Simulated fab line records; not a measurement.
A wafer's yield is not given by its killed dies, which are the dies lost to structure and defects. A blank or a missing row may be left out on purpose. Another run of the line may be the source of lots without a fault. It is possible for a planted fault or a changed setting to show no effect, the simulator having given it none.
Chamber matching || flow n5_finfet || N5_BEOL_M11_CURE_72 on uv_cure-03 has 3 sister chambers
The step cures SiCOH lowk, time 120 s. 3 wafers are shown with their chamber, then 10 later ones without.

== EACH WAFER AND ITS CHAMBER ==
{"wafer": "L082.6", "chamber": 2, "wafer_temp_C_max": 371.3}
{"wafer": "L091.5", "chamber": 0, "wafer_temp_C_max": 373.0}
{"wafer": "L093.2", "chamber": 1, "wafer_temp_C_max": 370.9}

== WAFERS MISSING THEIR CHAMBER ==
{"wafer": "L093.3", "wafer_temp_C_max": 371.0}
{"wafer": "L092.1", "wafer_temp_C_max": 370.7}
{"wafer": "L092.2", "wafer_temp_C_max": 370.9}
{"wafer": "L092.3", "wafer_temp_C_max": 370.6}
{"wafer": "L095.1", "wafer_temp_C_max": 371.6}
{"wafer": "L095.2", "wafer_temp_C_max": 372.8}
{"wafer": "L095.3", "wafer_temp_C_max": 371.7}
{"wafer": "L096.2", "wafer_temp_C_max": 372.3}
{"wafer": "L096.3", "wafer_temp_C_max": 372.0}
{"wafer": "L096.4", "wafer_temp_C_max": 372.1}

== WHICH CHAMBER EACH WENT THROUGH ==
{"wafer": "L093.3", "from the rows above": "can't be placed: 1 or 2", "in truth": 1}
{"wafer": "L092.1", "from the rows above": "can't be placed: 1 or 2", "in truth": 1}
{"wafer": "L092.2", "from the rows above": "can't be placed: 1 or 2", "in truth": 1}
{"wafer": "L092.3", "from the rows above": "can't be placed: 1 or 2", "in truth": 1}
{"wafer": "L095.1", "from the rows above": "can't be placed: 2 or 1", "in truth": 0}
{"wafer": "L095.2", "from the rows above": 0, "in truth": 0}
{"wafer": "L095.3", "from the rows above": "can't be placed: 2 or 1 or 0", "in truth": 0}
{"wafer": "L096.2", "from the rows above": "can't be placed: 0 or 2 or 1", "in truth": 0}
{"wafer": "L096.3", "from the rows above": "can't be placed: 2 or 0 or 1", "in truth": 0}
{"wafer": "L096.4", "from the rows above": "can't be placed: 2 or 0 or 1", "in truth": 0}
Correctly placed: 1 of 10. Cannot be placed on the basis of these rows: 9; the candidates contain the true chamber in 8. Wrongly placed: 0.
How it was worked out, from the rows above alone: a wafer's distance from a chamber is the root of the sum, over the readings, of the square of ((its reading less the chamber's mean) divided by the reading's scatter). If the next closest chamber is less than 2 further off than the closest, the wafer can't be placed; otherwise it belongs to the closest. For every chamber, the mean is computed from those of its wafers that are shown. The scatter: with one shown wafer a chamber, the root of the mean of the squares of how far each hidden wafer lies from its nearest shown one.
